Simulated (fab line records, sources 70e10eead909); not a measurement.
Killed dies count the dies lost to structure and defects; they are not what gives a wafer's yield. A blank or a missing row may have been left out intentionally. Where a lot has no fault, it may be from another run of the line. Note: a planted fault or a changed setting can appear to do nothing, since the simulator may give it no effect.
The tool behind it: which one? / flow nandHarc / 6 lots with 18 wafers sampled at 3 steps, on a route of 1302 steps

WHAT THE GAUGES READ, wafer by wafer
NHARC_P_GATE_CD_MEAS_46 targets a cd of 720 nm.
lot=L658; measured=day 7 02:19; on=cdSem-03; cdNm (nm)=716.3 718.0 718.3
lot=L660; measured=day 8 01:15; on=cdSem-02; cdNm (nm)=- - -
lot=L668; measured=day 11 20:16; on=cdSem-03; cdNm (nm)=719.5 719.5 721.3
lot=L670; measured=day 12 06:25; on=cdSem-02; cdNm (nm)=718.9 720.2 717.2
lot=L672; measured=day 13 03:04; on=cdSem-02; cdNm (nm)=721.6 723.2 719.7
lot=L675; measured=day 14 14:20; on=cdSem-01; cdNm (nm)=721.5 720.8 719.3

TOOL THAT RAN EACH LOT (tool first, then ch and the chambers of the sampled wafers, then the start)
lot=L658; NHARC_P_GATE_ALD_36=aldSin-01 ch 0,1, day 6 16:58; NHARC_P_GATE_EXPOSE_43=krfScanner-04 ch 0, day 7 02:10
lot=L660; NHARC_P_GATE_ALD_36=aldSin-04 ch 0,3, day 7 12:46; NHARC_P_GATE_EXPOSE_43=krfScanner-03 ch 0, day 8 01:05
lot=L668; NHARC_P_GATE_ALD_36=aldSin-04 ch 0,1, day 11 03:37; NHARC_P_GATE_EXPOSE_43=krfScanner-03 ch 0, day 11 20:06
lot=L670; NHARC_P_GATE_ALD_36=aldSin-01 ch 0,2,3, day 11 19:49; NHARC_P_GATE_EXPOSE_43=krfScanner-03 ch 0, day 12 06:15
lot=L672; NHARC_P_GATE_ALD_36=aldSin-04 ch 1,2,3, day 12 16:29; NHARC_P_GATE_EXPOSE_43=krfScanner-03 ch 0, day 13 02:55
lot=L675; NHARC_P_GATE_ALD_36=aldSin-04 ch 0,1,2, day 14 06:01; NHARC_P_GATE_EXPOSE_43=krfScanner-02 ch 0, day 14 14:11
- NHARC_P_GATE_ALD_36: deposits SiNx, target thk 20 nm, pulse time 60 s, ald cycles 223.
- NHARC_P_GATE_EXPOSE_43: exposes mask P NSD, target cd 720 nm.

THE ANSWER, worked out from the rows above alone
Rule: usual is defined by the lots themselves. The widest of any qualifying gaps counts: lots, ordered by their means at a reading, are off when they make up no more than a third of the lots, leave a main group of 4 or more, and stand apart from it by 3 or more times the standard deviation of that group's means. A main group is skipped when, at the precision printed for the reading in the tables above, its means are all equal. Also off: a lot with no number at a reading for which 4 or more lots have one. All remaining lots with rows at the step are treated as sound.
Off, at NHARC_P_GATE_CD_MEAS_46 on cdNm: L660. Without a number there: L660. The main group: mean 719.7 nm, standard deviation 1.4.
If a tool, at a process step before that reading, ran all the lots that are off and no sound lot after the first of them, it fits. Those tools and the gauges at NHARC_P_GATE_CD_MEAS_46 are tried in the same way. Of those tried, none fits.

WHAT THE SIMULATOR PUT IN
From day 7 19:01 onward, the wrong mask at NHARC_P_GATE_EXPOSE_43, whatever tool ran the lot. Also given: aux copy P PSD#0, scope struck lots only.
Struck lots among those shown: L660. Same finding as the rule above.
